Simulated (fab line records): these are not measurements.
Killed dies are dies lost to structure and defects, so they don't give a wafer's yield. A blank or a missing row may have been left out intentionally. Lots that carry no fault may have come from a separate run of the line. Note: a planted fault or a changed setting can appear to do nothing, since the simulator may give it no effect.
What tool caused it? || flow n5Finfet || Sampling: 12 lots, 34 wafers, 2 of 1938 route steps

## WHAT EACH GAUGE READ, for each wafer
N5_PASSIVATION_OVL_MEAS_66.
{"lot": "L416", "measured": "day 12 10:34", "on": "overlay-01", "PASS_OPEN_OVL (nm)": "-3 -5 1"}
{"lot": "L415", "measured": "day 12 16:16", "on": "overlay-02", "PASS_OPEN_OVL (nm)": "9 2 10"}
{"lot": "L418", "measured": "day 12 16:20", "on": "overlay-02", "PASS_OPEN_OVL (nm)": "5 5 5"}
{"lot": "L419", "measured": "day 12 20:50", "on": "overlay-02", "PASS_OPEN_OVL (nm)": "7 -4 -2"}
{"lot": "L417", "measured": "day 13 09:08", "on": "overlay-02", "PASS_OPEN_OVL (nm)": "2 -10 -8"}
{"lot": "L422", "measured": "day 13 16:23", "on": "overlay-02", "PASS_OPEN_OVL (nm)": "10 10 2"}
{"lot": "L423", "measured": "day 13 20:11", "on": "overlay-02", "PASS_OPEN_OVL (nm)": "-4 -4"}
{"lot": "L428", "measured": "day 14 22:10", "on": "overlay-01", "PASS_OPEN_OVL (nm)": "-9 -5 0"}
{"lot": "L431", "measured": "day 16 04:37", "on": "overlay-01", "PASS_OPEN_OVL (nm)": "4 4 12"}
{"lot": "L432", "measured": "day 16 04:40", "on": "overlay-01", "PASS_OPEN_OVL (nm)": "-2 1 -2"}
{"lot": "L434", "measured": "day 16 13:43", "on": "overlay-02", "PASS_OPEN_OVL (nm)": "-9 2"}
{"lot": "L436", "measured": "day 17 05:11", "on": "overlay-01", "PASS_OPEN_OVL (nm)": "-1 -8 1"}

## TOOL THAT RAN EACH LOT (tool first, then ch and the chambers of the sampled wafers, then the start)
{"lot": "L416", "N5_BEOL_M7_ETCH_41": "rieDiel-06 ch 0,1, day 9 06:18"}
{"lot": "L415", "N5_BEOL_M7_ETCH_41": "rieDiel-02 ch 1,2, day 9 06:33"}
{"lot": "L418", "N5_BEOL_M7_ETCH_41": "rieDiel-06 ch 1,2, day 9 19:08"}
{"lot": "L419", "N5_BEOL_M7_ETCH_41": "rieDiel-04 ch 1,2, day 9 22:30"}
{"lot": "L417", "N5_BEOL_M7_ETCH_41": "rieDiel-02 ch 0,1,3, day 10 02:38"}
{"lot": "L422", "N5_BEOL_M7_ETCH_41": "rieDiel-02 ch 1,2,3, day 10 10:17"}
{"lot": "L423", "N5_BEOL_M7_ETCH_41": "rieDiel-06 ch 1,2, day 10 21:59"}
{"lot": "L428", "N5_BEOL_M7_ETCH_41": "rieDiel-02 ch 0,1,2, day 12 02:07"}
{"lot": "L431", "N5_BEOL_M7_ETCH_41": "rieDiel-06 ch 0,1,2, day 12 22:46"}
{"lot": "L432", "N5_BEOL_M7_ETCH_41": "rieDiel-04 ch 2,3, day 13 00:18"}
{"lot": "L434", "N5_BEOL_M7_ETCH_41": "rieDiel-06 ch 1,2, day 13 16:56"}
{"lot": "L436", "N5_BEOL_M7_ETCH_41": "rieDiel-06 ch 1,3, day 14 06:37"}
- N5_BEOL_M7_ETCH_41: etches SiCN in CH3F/O2, target depth 31.9 nm, time 57.8 s.

## AS READ BY THE TOOLS THEMSELVES (means over the sampled wafers that have a number; for cases with no such wafer, the mark the record gives instead)
N5_BEOL_M7_ETCH_41.
{"lot": "L416", "tool": "rieDiel-06", "drypumpMotorCurrentA (A)": 5.8, "oesProductAu (a.u.)": 0.75, "rfVppV (V)": 295.5, "showerheadPlenumPTorr (Torr)": 1.92, "throttleValvePct (%)": 16.29}
{"lot": "L415", "tool": "rieDiel-02", "drypumpMotorCurrentA (A)": 6.2, "oesProductAu (a.u.)": 0.82, "rfVppV (V)": 297.7, "showerheadPlenumPTorr (Torr)": 1.99, "throttleValvePct (%)": 16.39}
{"lot": "L418", "tool": "rieDiel-06", "drypumpMotorCurrentA (A)": 6.1, "oesProductAu (a.u.)": 0.82, "rfVppV (V)": 298.8, "showerheadPlenumPTorr (Torr)": 2.05, "throttleValvePct (%)": 16.09}
{"lot": "L419", "tool": "rieDiel-04", "drypumpMotorCurrentA (A)": 5.4, "oesProductAu (a.u.)": 0.78, "rfVppV (V)": 297.2, "showerheadPlenumPTorr (Torr)": 1.95, "throttleValvePct (%)": 16.42}
{"lot": "L417", "tool": "rieDiel-02", "drypumpMotorCurrentA (A)": 5.5, "oesProductAu (a.u.)": 0.81, "rfVppV (V)": 298.9, "showerheadPlenumPTorr (Torr)": 2.11, "throttleValvePct (%)": 16.20}
{"lot": "L422", "tool": "rieDiel-02", "drypumpMotorCurrentA (A)": 6.0, "oesProductAu (a.u.)": 0.83, "rfVppV (V)": 298.0, "showerheadPlenumPTorr (Torr)": 2.05, "throttleValvePct (%)": 16.17}
{"lot": "L423", "tool": "rieDiel-06", "drypumpMotorCurrentA (A)": 6.1, "oesProductAu (a.u.)": 0.82, "rfVppV (V)": 297.7, "showerheadPlenumPTorr (Torr)": 2.02, "throttleValvePct (%)": 16.09}
{"lot": "L428", "tool": "rieDiel-02", "drypumpMotorCurrentA (A)": 5.7, "oesProductAu (a.u.)": 0.78, "rfVppV (V)": 297.9, "showerheadPlenumPTorr (Torr)": 2.04, "throttleValvePct (%)": 16.44}
{"lot": "L431", "tool": "rieDiel-06", "drypumpMotorCurrentA (A)": 5.9, "oesProductAu (a.u.)": 0.77, "rfVppV (V)": 297.1, "showerheadPlenumPTorr (Torr)": 1.98, "throttleValvePct (%)": 16.22}
{"lot": "L432", "tool": "rieDiel-04", "drypumpMotorCurrentA (A)": 5.6, "oesProductAu (a.u.)": 0.80, "rfVppV (V)": 295.6, "showerheadPlenumPTorr (Torr)": 1.95, "throttleValvePct (%)": 16.41}
{"lot": "L434", "tool": "rieDiel-06", "drypumpMotorCurrentA (A)": 6.1, "oesProductAu (a.u.)": 0.80, "rfVppV (V)": 297.7, "showerheadPlenumPTorr (Torr)": 2.01, "throttleValvePct (%)": 16.12}
{"lot": "L436", "tool": "rieDiel-06", "drypumpMotorCurrentA (A)": 5.8, "oesProductAu (a.u.)": 0.74, "rfVppV (V)": 297.5, "showerheadPlenumPTorr (Torr)": 2.01, "throttleValvePct (%)": 16.22}

## THE ANSWER, worked out from the rows above alone
Rule: what is usual is taken from the lots themselves. Put in order of their means at a reading, lots are off if they are a third of the lots or fewer, leave a main group of 4 or more, and stand apart from it by a gap of 3 or more times the standard deviation of the main group's means; of several such gaps the widest counts. A main group whose means are all the same, to the digits that the tables above print for the reading, isn't used. Also off: a lot with no number at a reading for which 4 or more lots have one. Where the step has rows for the other lots, those lots are counted as sound. Order of review: gauges by route order, followed by the tools' own readings, for which a lot's mean as printed above is used. The first step at which some lot is off is used, and at that step the reading that is off furthest; a lot without a number counts as furthest.
No lot is off at any reading shown: from this, nothing can be told.

## WHAT HAD BEEN PUT IN BY THE SIMULATOR
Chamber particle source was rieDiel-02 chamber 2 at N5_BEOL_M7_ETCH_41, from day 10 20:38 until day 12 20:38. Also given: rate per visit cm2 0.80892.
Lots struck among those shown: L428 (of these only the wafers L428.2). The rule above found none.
